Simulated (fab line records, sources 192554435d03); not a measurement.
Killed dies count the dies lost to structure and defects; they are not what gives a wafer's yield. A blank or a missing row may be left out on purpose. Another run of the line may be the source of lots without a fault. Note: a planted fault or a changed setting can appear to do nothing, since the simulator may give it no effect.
Check of tool commonality -- flow n5-finfet -- Lots sampled 9, wafers sampled 25

== WHY THIS WAS OPENED ==
Flagged at N5_BEOL_M5_OCD_MEAS_38: reading trench-depth-nm, on 1 of 9 lots. No-fault wafers: 71.3 nm, standard deviation 0.98.
Rule: a lot gets a flag if all its wafers with a number sit over 4 standard deviations from that mean, or if no wafer of it has a number. All remaining lots are regarded as sound.

lot,measured,on,"trench-depth-nm (nm), wafer by wafer",flag
L854,day 7 22:47,ocd-01,70.0 71.2 71.7,
L855,day 9 02:23,ocd-01,72.1 70.8 72.7,
L864,day 11 09:50,ocd-01,72.3 70.8 72.4,
L866,day 11 14:10,ocd-02,70.6 71.6 72.4,
L868,day 11 14:20,ocd-01,70.8 70.0 72.6,
L867,day 11 14:47,ocd-02,72.2 71.2 71.4,
L872,day 13 08:07,ocd-02,75.6,FLAGGED
L875,day 14 08:55,ocd-01,69.9 70.1 70.7,
L877,day 14 11:15,ocd-01,71.3 71.5 72.2,
On average the flagged lots' numbers are 75.6 nm, which is +4.3 nm against the usual, or +4 standard deviations.

== WHICH TOOL RAN EACH LOT ==
The record holds 3 process steps before the reading, out of a route of 1938 steps. Each cell gives the tool, then ch followed by the chambers the sampled wafers passed through, then the start.
lot,flag,N5_BEOL_M5_DESCUM_33,N5_BEOL_M5_TRENCH_ETCH_37,N5_BEOL_M5_STRIP_91
L854,,"rie-diel-03 ch 0,2,3, day 7 22:22","rie-diel-03 ch 0,2,3, day 7 22:38","rie-diel-03 ch 0,2,3, day 7 22:47 or earlier"
L855,,"rie-diel-03 ch 0,1,3, day 9 01:58","rie-diel-03 ch 0,1,3, day 9 02:14","rie-diel-03 ch 0,1,3, day 9 02:23 or earlier"
L864,,"rie-diel-02 ch 0,1, day 11 09:24","rie-diel-02 ch 0,1, day 11 09:40","rie-diel-02 ch 0,1, day 11 09:50 or earlier"
L866,,"rie-diel-02 ch 0,1,2, day 11 13:44","rie-diel-02 ch 0,1,2, day 11 14:00","rie-diel-02 ch 0,1,2, day 11 14:10 or earlier"
L868,,"rie-diel-04 ch 0,2,3, day 11 13:55","rie-diel-04 ch 0,2,3, day 11 14:11","rie-diel-04 ch 0,2,3, day 11 14:20 or earlier"
L867,,"rie-diel-02 ch 1,2,3, day 11 14:22","rie-diel-02 ch 1,2,3, day 11 14:37","rie-diel-02 ch 1,2,3, day 11 14:47 or earlier"
L872,FLAGGED,"rie-diel-02 ch 0, day 13 07:42","rie-diel-02 ch 0, day 13 07:58","rie-diel-02 ch 0, day 13 08:07 or earlier"
L875,,"rie-diel-04 ch 2,3, day 14 08:29","rie-diel-04 ch 2,3, day 14 08:46","rie-diel-04 ch 2,3, day 14 08:55 or earlier"
L877,,"rie-diel-04 ch 1,2, day 14 10:50","rie-diel-04 ch 1,2, day 14 11:06","rie-diel-04 ch 1,2, day 14 11:15 or earlier"
What the steps here do:
- N5_BEOL_M5_DESCUM_33: chemistry O2, time 7 s.
- N5_BEOL_M5_TRENCH_ETCH_37: etches SiCOH lowk in C4F6/O2, target depth 71.652 nm, time 24.7 s.
- N5_BEOL_M5_STRIP_91: strips in N2/H2, time 10 s.
- N5_BEOL_M5_OCD_MEAS_38

== FLAGGED AGAINST TOTAL, ONE TOOL AT A TIME (gauges that did the reading follow at the end) ==
step,tool,lots run,flagged,share of the flagged lots,sound lots run after its first flagged lot
N5_BEOL_M5_DESCUM_33,rie-diel-02,4,1,all,0
N5_BEOL_M5_DESCUM_33,rie-diel-03,2,0,none,-
N5_BEOL_M5_DESCUM_33,rie-diel-04,3,0,none,-
N5_BEOL_M5_TRENCH_ETCH_37,rie-diel-02,4,1,all,0
N5_BEOL_M5_TRENCH_ETCH_37,rie-diel-03,2,0,none,-
N5_BEOL_M5_TRENCH_ETCH_37,rie-diel-04,3,0,none,-
N5_BEOL_M5_STRIP_91,rie-diel-02,4,1,all,0
N5_BEOL_M5_STRIP_91,rie-diel-03,2,0,none,-
N5_BEOL_M5_STRIP_91,rie-diel-04,3,0,none,-
N5_BEOL_M5_OCD_MEAS_38,ocd-01,6,0,none,-
N5_BEOL_M5_OCD_MEAS_38,ocd-02,3,1,all,0
With no start given for some of its lots, N5_BEOL_M5_STRIP_91 uses the hours and lot order of N5_BEOL_M5_OCD_MEAS_38.

== WHAT THE TABLE ALLOWS ==
4 rows of the table ran every flagged lot: rie-diel-02 at N5_BEOL_M5_DESCUM_33, rie-diel-02 at N5_BEOL_M5_TRENCH_ETCH_37, rie-diel-02 at N5_BEOL_M5_STRIP_91, ocd-02 at N5_BEOL_M5_OCD_MEAS_38.
- rie-diel-02 at N5_BEOL_M5_DESCUM_33: 1 of its 4 lots flagged. Its last sound lot is L867 (day 11 14:22), its first flagged lot L872 (day 13 07:42): a fault that began between those two fits.
- rie-diel-02 at N5_BEOL_M5_TRENCH_ETCH_37: 1 of its 4 lots flagged. Its last sound lot is L867 (day 11 14:37), its first flagged lot L872 (day 13 07:58): a fault that began between those two fits.
- rie-diel-02 at N5_BEOL_M5_STRIP_91: 1 of its 4 lots flagged. Its last sound lot is L867 (day 11 14:47), its first flagged lot L872 (day 13 08:07): a fault that began between those two fits.
- ocd-02 at N5_BEOL_M5_OCD_MEAS_38: 1 of its 3 lots flagged. Its last sound lot is L867 (day 11 14:47), its first flagged lot L872 (day 13 08:07): a fault that began between those two fits.
Because each of these 2 tools fits a fault that began at some hour, counting lots does not separate them. More lots, or a look at what each step does to the wafer, might.

== WHAT WAS PUT IN BY THE SIMULATOR ==
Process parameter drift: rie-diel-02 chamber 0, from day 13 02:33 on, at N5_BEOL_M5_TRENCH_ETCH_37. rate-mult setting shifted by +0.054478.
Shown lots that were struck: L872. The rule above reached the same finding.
